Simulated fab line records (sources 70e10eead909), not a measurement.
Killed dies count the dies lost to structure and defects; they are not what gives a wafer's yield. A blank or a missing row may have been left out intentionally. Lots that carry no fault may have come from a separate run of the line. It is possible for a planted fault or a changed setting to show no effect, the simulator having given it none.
2 desks looking at one fault    flow nand_harc    what lay behind the numbers comes last; until then each desk has only its own

THE DEFECT DESK
Per lot, the means of the sampled wafers with a number show what the inspections along the route counted. If a lot's mean is further than 4 standard deviations from the usual mean, the lot is out of limits and carries the mark OUT (the distance appears in the brackets).
Columns: A = raw_defect_count at NHARC_A_CHANNEL_HOLE_D1_INSPECT_40, usual 68
lot   first seen here  A
L537  day 8 15:15      43
L539  day 9 17:31      45
L540  day 10 01:55     42
L545  day 12 06:02     79
L548  day 13 11:49     109
L550  day 14 07:19     106
L551  day 14 19:14     50
L552  day 14 20:08     548 (+18) OUT
L554  day 15 17:51     550 (+18) OUT
L557  day 17 03:52     62
L560  day 18 13:11     51
This desk finds L552, L554 out of limits, L552 being first, at day 14 20:08 (raw_defect_count at NHARC_A_CHANNEL_HOLE_D1_INSPECT_40). Within limits: L537, L539, L540, L545, L548, L550, L551, L557, L560.

AT THE TOOL OWNER'S DESK: har_etch-02
The tool's own readings at NHARC_A_CHANNEL_HOLE_D1_ETCH_26 (etches the open film in C4F8/O2/Ar, time 224.1 s, target depth 300 nm): means of the sampled wafers that have a number, for each lot that ran on this tool. If a lot's mean is further than 4 standard deviations from the usual mean, the lot is out of limits and carries the mark OUT (the distance appears in the brackets).
Columns: A = drypump_motor_current_A at NHARC_A_CHANNEL_HOLE_D1_ETCH_26, usual 6.1 A; B = showerhead_plenum_p_Torr at NHARC_A_CHANNEL_HOLE_D1_ETCH_26, usual 3.69 Torr; C = throttle_valve_pct at NHARC_A_CHANNEL_HOLE_D1_ETCH_26, usual 24.583 %
lot   first seen here  A    B     C
L545  day 12 03:43     5.5  3.79  24.579
L548  day 13 09:53     5.6  3.78  24.574
L550  day 14 05:23     5.7  3.78  24.579
L552  day 14 18:13     5.7  3.77  24.581
L554  day 15 15:56     5.6  3.76  24.588
L560  day 18 11:18     5.7  3.75  24.578
This desk found nothing out of limits on any of the 6 lots.

PUT TOGETHER
The defect desk could have raised an alarm at day 14 20:08, on L552, L554.
The tool owner's desk saw nothing out of limits.
Tool owner's desk: L552, L554 on record, inside its limits.
The lots listed all ran NHARC_A_CHANNEL_HOLE_D1_ETCH_26 on har_etch-02.

WHAT THE SIMULATOR HAD PUT IN
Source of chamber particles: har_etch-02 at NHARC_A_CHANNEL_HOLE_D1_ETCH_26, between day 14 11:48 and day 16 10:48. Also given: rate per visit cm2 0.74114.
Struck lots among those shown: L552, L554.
Hours from the fault's start to each desk's first reading out of limits: the defect desk, 8.
